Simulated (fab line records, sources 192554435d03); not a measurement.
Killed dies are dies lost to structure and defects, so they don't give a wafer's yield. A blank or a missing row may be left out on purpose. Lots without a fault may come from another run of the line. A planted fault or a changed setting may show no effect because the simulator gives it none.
Split-lot experiment | flow n5_finfet | 7 lots, 39 wafers read, on a route of 1938 steps

THE SPLIT
At N5_BEOL_M2_ETCHBACK_99 (etches SiO2 in CHF3, target depth 5 nm, time 10.4 s), the setting target_depth_a was moved away from the recipe's 50 angstrom on 12 of the 39 wafers read, by -28.3% to +54.2%. The other wafers ran this setting at the recipe's value.

The reading is taken at the split's own step.

THE READING
CAR-EUV_of_BEOL_M2_COAT_22.thk_nm (the simulator's own value, which no gauge read), in nm, at N5_BEOL_M2_ETCHBACK_99 (etches SiO2 in CHF3, target depth 5 nm, time 10.4 s). The file gives no usual value for it. The 27 wafers here that ran the recipe average 10.4 nm, standard deviation 0.083 nm.

wafer  | tool, chamber at the split | target_depth_a as run, angstrom | against the recipe | CAR-EUV_of_BEOL_M2_COAT_22.thk_nm, nm | against lot-mates on the recipe
L074.1 | rie_diel-06, 2             | 50                              | recipe             | 10.2                                  | -
L074.2 | rie_diel-06, 1,3,0         | 36.2                            | -27.6%             | 10.6                                  | +0.3
L074.4 | rie_diel-06, 1,3,0         | 36.2                            | -27.6%             | 10.6                                  | +0.3
L074.6 | rie_diel-06, 1,3,0         | 36.2                            | -27.6%             | 10.6                                  | +0.3
L074.3 | rie_diel-06, 0,3           | 50                              | recipe             | 10.4                                  | -
L074.5 | rie_diel-06, 0,3           | 50                              | recipe             | 10.4                                  | -
L076.1 | rie_diel-04, 1,0,3,2,3,0   | 50                              | recipe             | 10.4                                  | -
L076.2 | rie_diel-04, 1,0,3,2,3,0   | 50                              | recipe             | 10.4                                  | -
L076.3 | rie_diel-04, 1,0,3,2,3,0   | 50                              | recipe             | 10.4                                  | -
L076.4 | rie_diel-04, 1,0,3,2,3,0   | 50                              | recipe             | 10.4                                  | -
L076.5 | rie_diel-04, 1,0,3,2,3,0   | 50                              | recipe             | 10.4                                  | -
L076.6 | rie_diel-04, 1,0,3,2,3,0   | 50                              | recipe             | 10.4                                  | -
L078.1 | rie_diel-02, 3,1,3,1,2     | 50                              | recipe             | 10.4                                  | -
L078.3 | rie_diel-02, 3,1,3,1,2     | 50                              | recipe             | 10.4                                  | -
L078.4 | rie_diel-02, 3,1,3,1,2     | 50                              | recipe             | 10.4                                  | -
L078.5 | rie_diel-02, 3,1,3,1,2     | 50                              | recipe             | 10.4                                  | -
L078.6 | rie_diel-02, 3,1,3,1,2     | 50                              | recipe             | 10.4                                  | -
L078.2 | rie_diel-02, 2             | 50                              | recipe             | 10.2                                  | -
L079.1 | rie_diel-02, 3,2,1         | 35.85                           | -28.3%             | 10.6                                  | +0.2
L079.2 | rie_diel-02, 3,2,1         | 35.85                           | -28.3%             | 10.6                                  | +0.2
L079.3 | rie_diel-02, 3,2,1         | 35.85                           | -28.3%             | 10.6                                  | +0.2
L079.4 | rie_diel-02, 1,3,2         | 50                              | recipe             | 10.4                                  | -
L079.5 | rie_diel-02, 1,3,2         | 50                              | recipe             | 10.4                                  | -
L079.6 | rie_diel-02, 1,3,2         | 50                              | recipe             | 10.4                                  | -
L091.1 | rie_diel-04, 1,3           | 50                              | recipe             | 10.4                                  | -
L091.5 | rie_diel-04, 1,3           | 50                              | recipe             | 10.4                                  | -
L091.2 | rie_diel-04, 0             | 50                              | recipe             | 10.6                                  | -
L091.3 | rie_diel-04, 2             | 77.12                           | +54.2%             | 9.8                                   | -0.7
L091.4 | rie_diel-04, 3,0           | 77.12                           | +54.2%             | 10                                    | -0.5
L091.6 | rie_diel-04, 3,0           | 77.12                           | +54.2%             | 10                                    | -0.5
L094.1 | rie_diel-06, 1,3,2         | 76.53                           | +53.1%             | 10                                    | -0.3
L094.2 | rie_diel-06, 1,3,2         | 76.53                           | +53.1%             | 10                                    | -0.3
L094.3 | rie_diel-06, 1,3,2         | 76.53                           | +53.1%             | 10                                    | -0.3
L094.4 | rie_diel-06, 0             | 50                              | recipe             | 10.4                                  | -
L094.5 | rie_diel-06, 0,3           | 50                              | recipe             | 10.2                                  | -
L094.6 | rie_diel-06, 0,3           | 50                              | recipe             | 10.2                                  | -
L097.2 | rie_diel-02, 0,2,3         | 50                              | recipe             | 10.4                                  | -
L097.3 | rie_diel-02, 0,2,3         | 50                              | recipe             | 10.4                                  | -
L097.5 | rie_diel-02, 0,2,3         | 50                              | recipe             | 10.4                                  | -
Where a row lists several chambers, the file gives one row for several wafers and doesn't say which wafer went through which chamber.

THE FIT
A straight line over all 39 wafers: CAR-EUV_of_BEOL_M2_COAT_22.thk_nm changes by -0.00774 nm for each +1% of target_depth_a; r = -0.92; the points scatter about the line by 0.077 nm.
The same after taking each lot's own level away (the mean of its wafers on the recipe; 39 wafers): -0.0077 nm for each +1%; r = -0.91; scatter 0.082 nm.
On that fit, the largest move of target_depth_a shifts the reading by 0.42 nm.
The lots' own levels span 10.27 to 10.47 nm, that is 2.4 times the standard deviation above.
So the lot-to-lot level changes the slope little: the two slopes agree.
Check: with one of the wafers moved furthest among these (+54.2%) left out of the fit, the line predicts -0.37 nm for it against its lot-mates. It came out at -0.667 nm against them.

OTHER SPLITS ON THESE WAFERS
These wafers also went through other splits before the reading. Each is held against what the fit with the lots' levels taken away leaves over:
other split on the same wafers                 | wafers away from the commonest value | r with CAR-EUV_of_BEOL_M2_COAT_22.thk_nm (lot level and that fit taken away)
N5_PMOS_HMC_CHANNEL_EPI_HM_DEP_34 target_thk_a | 12                                   | +0.31
N5_FIN_CUT_CUT_ETCH_26 target_depth_a          | 15                                   | -0.04
N5_SDB_ALD_29 ald_cycles                       | 12                                   | -0.03
N5_MOL_CONTACT_COAG_ETCH_91 target_depth_a     | 15                                   | +0.17
N5_MOL_CONTACT_COAG_ALD_133 ald_cycles         | 18                                   | -0.02

THE FILE'S OWN FIT
CAR-EUV_of_BEOL_M2_COAT_22.thk_nm changes by -0.00766 nm for each +1% of target_depth_a, r = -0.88.
